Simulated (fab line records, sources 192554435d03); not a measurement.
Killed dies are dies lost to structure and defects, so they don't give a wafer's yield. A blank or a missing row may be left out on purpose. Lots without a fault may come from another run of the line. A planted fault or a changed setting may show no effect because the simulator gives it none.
One fault seen from 2 desks | flow n5_finfet | each desk has only its own numbers; what lay behind them comes last

THE METROLOGY DESK
What the gauges read, lot by lot, whatever tool the lot ran on: means of the sampled wafers that have a number. A lot is out of limits, marked OUT, if its mean lies more than 4 standard deviations from the usual mean; the brackets give that distance.
Columns: A = thk_nm at N5_ILD0_THK_MEAS_08, usual 139.1 nm; B = SDB_OVL at N5_SDB_OVL_MEAS_12, usual -0.6 nm
lot  | first seen here | A     | B
L258 | day 3 21:51     | 139.3 | -0.5
L259 | day 4 03:26     | 138.3 | -1.2
L260 | day 4 11:37     | 139.3 | -0.5
L262 | day 4 18:40     | 138.2 | 0.0
L263 | day 5 00:49     | 139.9 | 0.1
L264 | day 5 09:07     | 140.3 | -0.4
L274 | day 7 20:35     | 138.3 | -0.9
L276 | day 8 08:44     | 136.6 | -0.6
L278 | day 9 01:49     | 138.7 | 0.2
L280 | day 9 08:53     | 139.0 | -0.3
This desk's finding: nothing out of limits on any of the 10 lots.

THE TOOL OWNER'S DESK: pecvd-04
The tool's own readings at N5_SDB_HM_DEP_00 (deposits SiNx from SiH4/NH3/N2, target thk 40 nm, time 35.3 s): means of the sampled wafers that have a number, for each lot that ran on this tool. A lot is out of limits, marked OUT, if its mean lies more than 4 standard deviations from the usual mean; the brackets give that distance.
Columns: A = heater_power_w at N5_SDB_HM_DEP_00, usual 730 W; B = showerhead_plenum_p_Torr at N5_SDB_HM_DEP_00, usual 5.15 Torr; C = throttle_valve_pct at N5_SDB_HM_DEP_00, usual 40.4 %
lot  | first seen here | A   | B    | C
L259 | day 4 06:43     | 727 | 5.14 | 42.3
L263 | day 5 04:17     | 722 | 5.14 | 38.0
L274 | day 7 23:55     | 720 | 5.14 | 42.3
This desk's finding: nothing out of limits on any of the 3 lots.

PUT TOGETHER
The metrology desk saw nothing out of limits.
The tool owner's desk saw nothing out of limits.

WHAT THE SIMULATOR HAD PUT IN
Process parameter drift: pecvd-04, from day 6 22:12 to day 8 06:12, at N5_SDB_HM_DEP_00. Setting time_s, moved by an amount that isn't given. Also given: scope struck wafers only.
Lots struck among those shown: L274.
